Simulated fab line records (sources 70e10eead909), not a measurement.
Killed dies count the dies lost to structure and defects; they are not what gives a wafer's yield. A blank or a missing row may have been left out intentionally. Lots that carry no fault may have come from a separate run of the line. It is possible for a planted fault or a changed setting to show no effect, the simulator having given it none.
fab line records + flow nandHarc
record:
- lots: 12
- wafers: 36
- lastDay: 32
route steps=1302 shown P_STI@89 P_GATE@139 END@1302
lots untouched by any fault: they come from a run of this same line in which no faults occurred
startH: hours from the record's first day to the start of the lot's first wafer shown + waitH: hours from the lot's prior step to this one + " unchanged from the row above + L1.1+2: a single row standing in for several wafers + - no value, or no start given + * or withheld: withheld + < > ~ a bound
route shown NAME@n: names a module that has steps shown in the file, with the first one's number in the route + usual: mean and standard deviation over wafers with no fault + same: alike in all rows + chamber/n: place in a boat + sites: the reading at each site + _std_site: the standard deviation of these + _edge_site: the outer-site mean with the inner-site mean subtracted + radiusMm: how far each site lies from the wafer's centre + mask NAME#n: copy n + behind: the tool/chamber that last shaped the wafer + hold: the reason the lot was held/the length of the hold in hours/how it ended + device: whichever transistor did not switch (one of n, p or np) + end of line: the same wafers' tests at the end of the route + a step given without rows: its recipe and nothing more + killed: not the wafer's yield, but the dies lost to structure and defects at the first sort + map: a wafer's dies, marking killed ones x, the rest . and places with no die _
set.NAME: the run value of the setting; set.NAME@STEP: its run value at that earlier step + model.NAME: the simulator's own value behind a step, which no gauge read
route steps across a sampled set of lots; one table per step, one row per wafer
services: when a tool's chamber went out of use (startH, in hours from the record's first day, below 0 if earlier), for how many hours, and the reason
== steps ==
step: NHARC_P_STI_ETCH_31
recipe:
- targetDepthA: 1089
- timeS: 54.5
- cf4FlowSccm: 100
- chf3FlowSccm: 30
- arFlowSccm: 0
- rfW: 500
- biasW: 200
- chemistry: CF4/CHF3
usual:
- drypumpMotorCurrentA: 5.8/0.42
- mfcArSccm: 0.011/0.0075
- oesProductAu: 0.962/0.016
- rfFwdPowerW: 495.7/1.7
- rfVppV: 372.1/1.8
- showerheadPlenumPTorr: 1.62/0.048
- throttleValvePct: 16.802/0.0086
| lot.wafer | tool       | chamber | startH | waitH | drypumpMotorCurrentA | mfcArSccm | oesProductAu | rfFwdPowerW | rfHoursCounterH | rfVppV | showerheadPlenumPTorr | throttleValvePct |
|-----------|------------|---------|--------|-------|----------------------|-----------|--------------|-------------|-----------------|--------|-----------------------|------------------|
| L464.4    | rieDiel-06 | 2       | -      | -     | 5.2                  | 0.010     | 0.941        | 496.5       | 3               | 372.4  | 1.63                  | 16.794           |
| L464.2    | "          | 0       | "      | "     | 6.3                  | 0.011     | 0.957        | 497.2       | 3               | 372.1  | 1.62                  | 16.808           |
| L464.5    | "          | 2       | "      | "     | 5.2                  | 0.010     | 0.955        | 495.9       | -               | 372.8  | 1.63                  | 16.789           |
| L466.2    | rieDiel-10 | 1       | -      | -     | 5.9                  | 0.026     | 0.951        | 496.3       | 13              | 367.4  | 1.48                  | 16.807           |
| L466.1    | "          | 0       | "      | "     | 6.5                  | 0         | 0.968        | 494.9       | 13              | 370.7  | 1.55                  | 16.793           |
| L466.4    | "          | 1       | "      | "     | 5.9                  | 0.026     | 0.953        | 495.2       | -               | 366.7  | 1.47                  | 16.793           |
| L467.4    | rieDiel-10 | 0       | -      | -     | 6.5                  | 0         | 0.950        | 493.9       | 0               | 369.3  | 1.55                  | 16.806           |
| L467.2    | "          | 1       | "      | "     | 5.9                  | 0.026     | 0.941        | 497.3       | 0               | 366.9  | 1.47                  | 16.811           |
| L467.6    | "          | 3       | "      | "     | 5.4                  | 0.014     | 0.967        | 494.6       | -               | 373.1  | 1.66                  | 16.817           |
| L470.4    | rieDiel-06 | 0       | -      | -     | 6.3                  | 0.011     | 0.993        | 498.5       | 7               | 371.9  | 1.62                  | 16.798           |
| L470.3    | "          | 1       | "      | "     | 6.2                  | 0.014     | 0.985        | 494.6       | 7               | 372.9  | 1.63                  | 16.800           |
| L470.6    | "          | 0       | "      | "     | 6.3                  | 0.011     | 0.985        | 497.8       | -               | 373.1  | 1.62                  | 16.806           |
| L474.4    | rieDiel-06 | 3       | -      | -     | 5.8                  | 0.004     | 0.951        | 495.9       | 0               | 371.5  | 1.62                  | 16.804           |
| L474.5    | "          | 1       | "      | "     | 6.2                  | 0.014     | 0.971        | 496.0       | -               | 372.0  | 1.63                  | 16.796           |
| L474.6    | "          | 2       | "      | "     | 5.2                  | 0.010     | 0.987        | 496.2       | -               | 373.0  | 1.63                  | 16.810           |
| L475.2    | rieDiel-10 | 2       | -      | -     | 5.6                  | 0         | 0.969        | 494.8       | 7               | 372.3  | 1.63                  | 16.791           |
| L475.3    | "          | 0       | "      | "     | 6.5                  | 0         | 0.967        | 493.4       | 6               | 370.3  | 1.54                  | 16.808           |
| L475.5    | "          | 3       | "      | "     | 5.4                  | 0.014     | 0.958        | 498.1       | -               | 373.2  | 1.65                  | 16.789           |
| L476.2    | rieDiel-07 | 0       | -      | -     | 6.0                  | 0.012     | 0.972        | 496.5       | 2               | 371.9  | 1.61                  | 16.811           |
| L476.3    | "          | 2       | "      | "     | 5.0                  | 0.018     | 0.962        | 497.0       | 2               | 373.9  | 1.68                  | 16.800           |
| L476.6    | "          | 0       | "      | "     | 6.0                  | 0.012     | 0.973        | 495.0       | -               | 371.3  | 1.61                  | 16.804           |
| L477.3    | rieDiel-06 | 1       | -      | -     | 6.2                  | 0.014     | 0.962        | 494.1       | 2               | 371.4  | 1.63                  | 16.800           |
| L477.6    | "          | 0       | "      | "     | 6.3                  | 0.011     | 0.969        | 496.3       | -               | 372.9  | 1.62                  | 16.823           |
| L477.5    | "          | 1       | "      | "     | 6.2                  | 0.014     | 0.970        | 497.0       | -               | 372.5  | 1.63                  | 16.787           |
| L478.4    | rieDiel-07 | 1       | -      | -     | 5.7                  | 0         | 0.972        | 497.4       | 3               | 371.7  | 1.63                  | 16.801           |
| L478.3    | "          | 2       | "      | "     | 5.0                  | 0.018     | 0.959        | 494.5       | 3               | 374.1  | 1.68                  | 16.792           |
| L478.6    | "          | 2       | "      | "     | 5.0                  | 0.018     | 0.961        | 493.0       | -               | 373.4  | 1.68                  | 16.812           |
| L480.1    | rieDiel-06 | 3       | -      | -     | 5.8                  | 0.004     | 0.973        | 496.7       | 3               | 371.9  | 1.62                  | 16.808           |
| L480.2    | "          | 1       | "      | "     | 6.2                  | 0.014     | 0.949        | 495.6       | 4               | 373.4  | 1.63                  | 16.782           |
| L480.6    | "          | 0       | "      | "     | 6.3                  | 0.011     | 0.987        | 496.4       | -               | 372.1  | 1.62                  | 16.798           |
| L482.1    | rieDiel-06 | 2       | -      | -     | 5.2                  | 0.010     | 0.979        | 496.6       | 5               | 372.6  | 1.63                  | 16.806           |
| L482.2    | "          | 3       | "      | "     | 5.7                  | 0.004     | 0.967        | 496.7       | 4               | 371.7  | 1.62                  | 16.811           |
| L482.6    | "          | 1       | "      | "     | 6.2                  | 0.014     | 0.960        | 495.9       | -               | 371.8  | 1.63                  | 16.811           |
| L483.4    | rieDiel-10 | 3       | -      | -     | 5.4                  | 0.014     | 0.965        | 496.3       | 13              | 374.1  | 1.65                  | 16.796           |
| L483.3    | "          | 1       | "      | "     | 5.9                  | 0.026     | 0.959        | 497.2       | 13              | 366.3  | 1.47                  | 16.794           |
| L483.2    | "          | 2       | "      | "     | 5.6                  | 0         | 0.946        | 495.8       | 13              | 372.2  | 1.63                  | 16.804           |
step: NHARC_P_STI_OCD_MEAS_17
usual:
- trenchDepthNm: 301/4.1
- trenchFootCdNm: 157.6/2.3
| lot.wafer | tool   | chamber | startH | waitH | trenchDepthNm | trenchFootCdNm |
|-----------|--------|---------|--------|-------|---------------|----------------|
| L464.2    | ocd-01 | -       | 45.16  | 0.1   | 297           | 159.3          |
| L464.4    | "      | -       | "      | "     | 300           | 158.0          |
| L464.5    | "      | -       | "      | "     | 296           | 162.2          |
| L466.1    | ocd-02 | -       | 65.39  | 0.1   | 297           | 161.7          |
| L466.2    | "      | -       | "      | "     | 302           | 159.8          |
| L466.4    | "      | -       | "      | "     | 306           | 159.6          |
| L467.2    | ocd-01 | -       | 75.98  | 0.1   | 303           | 156.5          |
| L467.4    | "      | -       | "      | "     | 306           | 156.3          |
| L467.6    | "      | -       | "      | "     | 292           | 160.0          |
| L470.3    | ocd-01 | -       | 107.04 | 0.1   | 306           | 152.9          |
| L470.4    | "      | -       | "      | "     | 306           | 160.3          |
| L470.6    | "      | -       | "      | "     | 297           | 158.9          |
| L474.4    | ocd-02 | -       | 148.48 | 0.1   | 306           | 158.2          |
| L474.5    | "      | -       | "      | "     | 301           | 163.9          |
| L474.6    | "      | -       | "      | "     | 301           | 160.2          |
| L475.2    | ocd-01 | -       | 156.14 | 0.1   | 305           | 158.5          |
| L475.3    | "      | -       | "      | "     | 298           | 161.9          |
| L475.5    | "      | -       | "      | "     | 296           | 157.3          |
| L476.2    | ocd-02 | -       | 164.81 | 0.1   | 303           | 157.3          |
| L476.3    | "      | -       | "      | "     | 303           | 155.0          |
| L476.6    | "      | -       | "      | "     | 299           | 157.5          |
| L477.3    | ocd-01 | -       | 173.45 | 0.1   | 302           | 156.4          |
| L477.5    | "      | -       | "      | "     | 307           | 153.7          |
| L477.6    | "      | -       | "      | "     | 298           | 156.3          |
| L478.3    | ocd-02 | -       | 185.08 | 0.1   | 308           | 159.1          |
| L478.4    | "      | -       | "      | "     | 303           | 156.6          |
| L478.6    | "      | -       | "      | "     | 309           | 155.4          |
| L480.1    | ocd-02 | -       | 205.20 | 0.1   | 301           | 155.8          |
| L480.2    | "      | -       | "      | "     | 300           | 155.9          |
| L480.6    | "      | -       | "      | "     | 300           | 158.0          |
| L482.1    | ocd-01 | -       | 225.42 | 0.1   | 307           | 157.0          |
| L482.2    | "      | -       | "      | "     | 305           | 157.7          |
| L482.6    | "      | -       | "      | "     | 299           | 154.9          |
| L483.2    | ocd-02 | -       | 234.09 | 0.1   | 297           | 156.8          |
| L483.3    | "      | -       | "      | "     | 296           | 157.1          |
| L483.4    | "      | -       | "      | "     | 294           | 159.2          |
step: NHARC_P_GATE_PEB_24
recipe:
- pebTempC: 100
- pebTimeS: 65
usual:
- heaterPowerTotalW: 156.6/0.41
- plateTempC: 100.00/0.14
| lot.wafer | tool          | chamber | startH | waitH | heaterPowerTotalW | plateTempC |
|-----------|---------------|---------|--------|-------|-------------------|------------|
| L464.2    | lithoTrack-01 | 0       | 94.58  | 0.1   | 156.1             | 100.14     |
| L464.4    | "             | 0       | "      | "     | 157.2             | 100.27     |
| L464.5    | "             | 0       | "      | "     | 156.4             | 100.31     |
| L466.1    | lithoTrack-01 | 0       | 116.54 | 0.1   | 156.2             | 99.85      |
| L466.2    | "             | 0       | "      | "     | 156.4             | 99.98      |
| L466.4    | "             | 0       | "      | "     | 156.1             | 100.25     |
| L467.2    | lithoTrack-04 | 0       | 127.21 | 0.1   | 156.6             | 99.97      |
| L467.4    | "             | 0       | "      | "     | 156.2             | 100.02     |
| L467.6    | "             | 0       | "      | "     | 156.0             | 99.87      |
| L470.3    | lithoTrack-06 | 0       | 158.02 | 0.0   | 157.0             | 99.93      |
| L470.4    | "             | 0       | "      | "     | 157.2             | 99.85      |
| L470.6    | "             | 0       | "      | "     | 156.5             | 100.16     |
| L474.4    | lithoTrack-06 | 0       | 203.59 | 0.0   | 157.3             | 100.14     |
| L474.5    | "             | 0       | "      | "     | 157.1             | 100.11     |
| L474.6    | "             | 0       | "      | "     | 156.1             | 99.90      |
| L475.2    | lithoTrack-06 | 0       | 207.67 | 0.1   | 155.9             | 100.01     |
| L475.3    | "             | 0       | "      | "     | 156.3             | 99.97      |
| L475.5    | "             | 0       | "      | "     | 156.8             | 99.93      |
| L476.2    | lithoTrack-01 | 0       | 215.70 | 0.1   | 156.7             | 99.85      |
| L476.3    | "             | 0       | "      | "     | 156.2             | 100.06     |
| L476.6    | "             | 0       | "      | "     | 156.3             | 99.85      |
| L477.3    | lithoTrack-01 | 0       | 225.45 | 0.0   | 157.1             | 100.16     |
| L477.5    | "             | 0       | "      | "     | 157.1             | 100.10     |
| L477.6    | "             | 0       | "      | "     | 156.4             | 100.15     |
| L478.3    | lithoTrack-01 | 0       | 242.17 | 0.0   | 156.6             | 100.03     |
| L478.4    | "             | 0       | "      | "     | 174.9             | -          |
| L478.6    | "             | 0       | "      | "     | 156.8             | 99.85      |
| L480.1    | lithoTrack-06 | 0       | 259.65 | 0.1   | 157.1             | 100.10     |
| L480.2    | "             | 0       | "      | "     | 156.4             | 99.98      |
| L480.6    | "             | 0       | "      | "     | 156.7             | 99.87      |
| L482.1    | lithoTrack-04 | 0       | 275.56 | 0.1   | 156.9             | 100.09     |
| L482.2    | "             | 0       | "      | "     | 157.1             | 100.18     |
| L482.6    | "             | 0       | "      | "     | 156.7             | 100.09     |
| L483.2    | lithoTrack-04 | 0       | 286.79 | 0.1   | 156.3             | 99.83      |
| L483.3    | "             | 0       | "      | "     | 156.0             | 100.14     |
| L483.4    | "             | 0       | "      | "     | 157.0             | 99.75      |
step: NHARC_P_GATE_CD_MEAS_26
recipe:
- targetCdNm: 120
- landingEnergyEv: 500
usual:
- cdNm: 120.3/0.58
same:
- landingEnergyEv: 500
| lot.wafer | tool     | chamber | startH | waitH | cdNm  |
|-----------|----------|---------|--------|-------|-------|
| L464.2    | cdSem-03 | 0       | 94.66  | -     | 119.3 |
| L464.4    | "        | 0       | "      | "     | 119.9 |
| L464.5    | "        | 0       | "      | "     | 120.0 |
| L466.1    | cdSem-03 | 0       | 116.62 | -     | 120.0 |
| L466.2    | "        | 0       | "      | "     | 119.6 |
| L466.4    | "        | 0       | "      | "     | 121.2 |
| L467.2    | cdSem-01 | 0       | 127.29 | -     | 119.6 |
| L467.4    | "        | 0       | "      | "     | 119.7 |
| L467.6    | "        | 0       | "      | "     | 120.1 |
| L470.3    | cdSem-01 | 0       | 158.11 | -     | 119.7 |
| L470.4    | "        | 0       | "      | "     | 120.4 |
| L470.6    | "        | 0       | "      | "     | 119.8 |
| L474.4    | cdSem-02 | 0       | 203.67 | -     | 119.3 |
| L474.5    | "        | 0       | "      | "     | 119.7 |
| L474.6    | "        | 0       | "      | "     | 120.3 |
| L475.2    | cdSem-01 | 0       | 207.75 | -     | 120.7 |
| L475.3    | "        | 0       | "      | "     | 119.8 |
| L475.5    | "        | 0       | "      | "     | 120.3 |
| L476.2    | cdSem-03 | 0       | 215.78 | -     | 120.1 |
| L476.3    | "        | 0       | "      | "     | 120.4 |
| L476.6    | "        | 0       | "      | "     | 119.7 |
| L477.3    | cdSem-02 | 0       | 225.53 | -     | 119.9 |
| L477.5    | "        | 0       | "      | "     | 119.5 |
| L477.6    | "        | 0       | "      | "     | 119.8 |
| L478.3    | cdSem-03 | 0       | 242.25 | -     | 119.6 |
| L478.4    | "        | 0       | "      | "     | 127.1 |
| L478.6    | "        | 0       | "      | "     | 119.7 |
| L480.1    | cdSem-02 | 0       | 259.73 | -     | 119.9 |
| L480.2    | "        | 0       | "      | "     | 120.7 |
| L480.6    | "        | 0       | "      | "     | 120.3 |
| L482.1    | cdSem-02 | 0       | 275.64 | -     | 120.7 |
| L482.2    | "        | 0       | "      | "     | 119.4 |
| L482.6    | "        | 0       | "      | "     | 119.5 |
| L483.2    | cdSem-02 | 0       | 286.87 | -     | 120.3 |
| L483.3    | "        | 0       | "      | "     | 120.5 |
| L483.4    | "        | 0       | "      | "     | 121.2 |
step: NHARC_P_GATE_CD_MEAS_46
recipe:
- targetCdNm: 720
- landingEnergyEv: 500
usual:
- cdNm: 719.8/1.4
same:
- landingEnergyEv: 500
| lot.wafer | tool     | chamber | startH | waitH | cdNm  |
|-----------|----------|---------|--------|-------|-------|
| L464.2    | cdSem-02 | 0       | 106.43 | -     | 720.8 |
| L464.4    | "        | 0       | "      | "     | 719.1 |
| L464.5    | "        | 0       | "      | "     | 719.5 |
| L466.1    | cdSem-03 | 0       | 130.83 | -     | 722.3 |
| L466.2    | "        | 0       | "      | "     | 720.4 |
| L466.4    | "        | 0       | "      | "     | 720.3 |
| L467.2    | cdSem-02 | 0       | 139.13 | -     | 720.4 |
| L467.4    | "        | 0       | "      | "     | 720.8 |
| L467.6    | "        | 0       | "      | "     | 717.8 |
| L470.3    | cdSem-02 | 0       | 170.13 | -     | 718.3 |
| L470.4    | "        | 0       | "      | "     | 718.0 |
| L470.6    | "        | 0       | "      | "     | 717.7 |
| L475.2    | cdSem-03 | 0       | 219.73 | -     | 717.7 |
| L475.3    | "        | 0       | "      | "     | 718.7 |
| L475.5    | "        | 0       | "      | "     | 719.5 |
| L474.4    | cdSem-01 | 0       | 221.94 | -     | 716.6 |
| L474.5    | "        | 0       | "      | "     | 717.1 |
| L474.6    | "        | 0       | "      | "     | 718.8 |
| L476.2    | cdSem-01 | 0       | 227.77 | -     | 719.3 |
| L476.3    | "        | 0       | "      | "     | 718.5 |
| L476.6    | "        | 0       | "      | "     | 720.1 |
| L477.3    | cdSem-02 | 0       | 237.44 | -     | 718.9 |
| L477.5    | "        | 0       | "      | "     | 719.8 |
| L477.6    | "        | 0       | "      | "     | 719.1 |
| L478.3    | cdSem-02 | 0       | 254.21 | -     | 718.7 |
| L478.4    | "        | 0       | "      | "     | 719.7 |
| L478.6    | "        | 0       | "      | "     | 716.5 |
| L480.1    | cdSem-02 | 0       | 271.73 | -     | 719.7 |
| L480.2    | "        | 0       | "      | "     | 719.9 |
| L480.6    | "        | 0       | "      | "     | 720.7 |
| L482.1    | cdSem-01 | 0       | 288.09 | -     | 721.6 |
| L482.2    | "        | 0       | "      | "     | 719.8 |
| L482.6    | "        | 0       | "      | "     | 719.3 |
| L483.2    | cdSem-02 | 0       | 298.98 | -     | 720.2 |
| L483.3    | "        | 0       | "      | "     | 719.5 |
| L483.4    | "        | 0       | "      | "     | 719.2 |
step: NHARC_END_SORT_01
recipe:
- tempC: 25
usual:
- killedAtArray: 52/17
- killedAtOther: 0.9/1.2
- killedAtPeriphery: 3.9/2.7
- killedDies: 57/16
- killedOpen: 3.3/1.9
- killedShort: 2.5/1.5
same:
- grossDies: 677
| lot.wafer | tool      | chamber | startH | waitH | killedAtArray | killedAtOther | killedAtPeriphery | killedDies | killedOpen | killedShort |
|-----------|-----------|---------|--------|-------|---------------|---------------|-------------------|------------|------------|-------------|
| L478.4    | prober-02 | 0       | 698.56 | 3.4   | 20            | 0             | 9                 | 29         | 4          | 0           |
killed by level:class
L478.4 P_BONDPAD:chamberFilmFlake=6 A_CHANNEL_HOLE_D1:chamberFilmFlake=4 A_STAIRCASE:chamberFilmFlake=4 A_CONTACT:chamberFilmFlake=4 A_SLIT:chamberFilmFlake=2 A_DECK1_JOINT:geometricParticle:open=1 A_ONON_D2:geometricParticle:open=1 A_CHANNEL_HOLE_D2:geometricParticle:open=1
== services ==
| tool          | chamber | startH | hours | kind   |
|---------------|---------|--------|-------|--------|
| rieDiel-07    | -       | 25.14  | 0.4   | repair |
| lithoTrack-04 | -       | 28.00  | 7.0   | pm     |
| rieDiel-06    | 0       | 35.70  | -     | clean  |
| rieDiel-06    | 1       | 35.70  | -     | clean  |
| rieDiel-06    | 2       | 35.70  | -     | clean  |
| rieDiel-06    | 3       | 35.70  | -     | clean  |
| rieDiel-10    | 2       | 38.74  | 32.6  | repair |
| rieDiel-10    | 3       | 49.16  | 2.0   | repair |
| rieDiel-10    | -       | 65.65  | 9.0   | pm     |
| rieDiel-06    | 2       | 84.06  | 2.9   | repair |
| rieDiel-10    | 1       | 101.33 | 2.2   | repair |
| rieDiel-07    | 3       | 104.10 | 12.1  | repair |
| rieDiel-10    | 0       | 116.01 | 4.0   | repair |
| rieDiel-07    | -       | 117.22 | 9.0   | pm     |
| rieDiel-06    | 0       | 124.73 | 10.0  | repair |
| rieDiel-06    | -       | 130.20 | 9.0   | pm     |
| lithoTrack-01 | -       | 155.00 | 7.0   | pm     |
| rieDiel-10    | -       | 171.78 | 0.4   | repair |
| lithoTrack-06 | -       | 179.01 | 7.0   | pm     |
| lithoTrack-04 | -       | 203.00 | 7.0   | pm     |
| rieDiel-06    | -       | 210.26 | 0.9   | repair |
| rieDiel-07    | 1       | 237.54 | 1.3   | repair |
| rieDiel-10    | -       | 242.65 | 9.0   | pm     |
| rieDiel-06    | 1       | 253.53 | 1.3   | repair |
== key ==
firstSign:
- step: NHARC_P_GATE_PEB_24
- reading: heaterPowerTotalW
- direction: up
- sigmas: 44
- usual: *
- struck: *
effect:
- step: NHARC_P_GATE_CD_MEAS_26
- reading: cdNm
- direction: up
- sigmas: 12
- usual: 120.3
- struck: 127.1
metAt NHARC_P_GATE_PEB_24
struckLots L478
struckWafers L478.4
testerLeftOut L478
notActingAt NHARC_P_STI_ETCH_31,NHARC_P_STI_OCD_MEAS_17,NHARC_P_GATE_CD_MEAS_46
onsetBetween 225.45 242.17
fault:
- kind: processParameterDrift
- tool: lithoTrack-01
- chamber: -
- onsetH: 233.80
- steps: NHARC_P_GATE_PEB_24
- channel: pebTimeS
- offset: *
- shape: step
- endH: 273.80
- scope: struckWafersOnly
- actsIn: *
- stated: *
testerLeftOut: of these lots the tester's yield and bins aren't shown, on N5 and GAA mostly nor the transistor test; their killed dies are dies lost to structure and defects alone, not to doping, threshold or leakage, so they don't give the yield
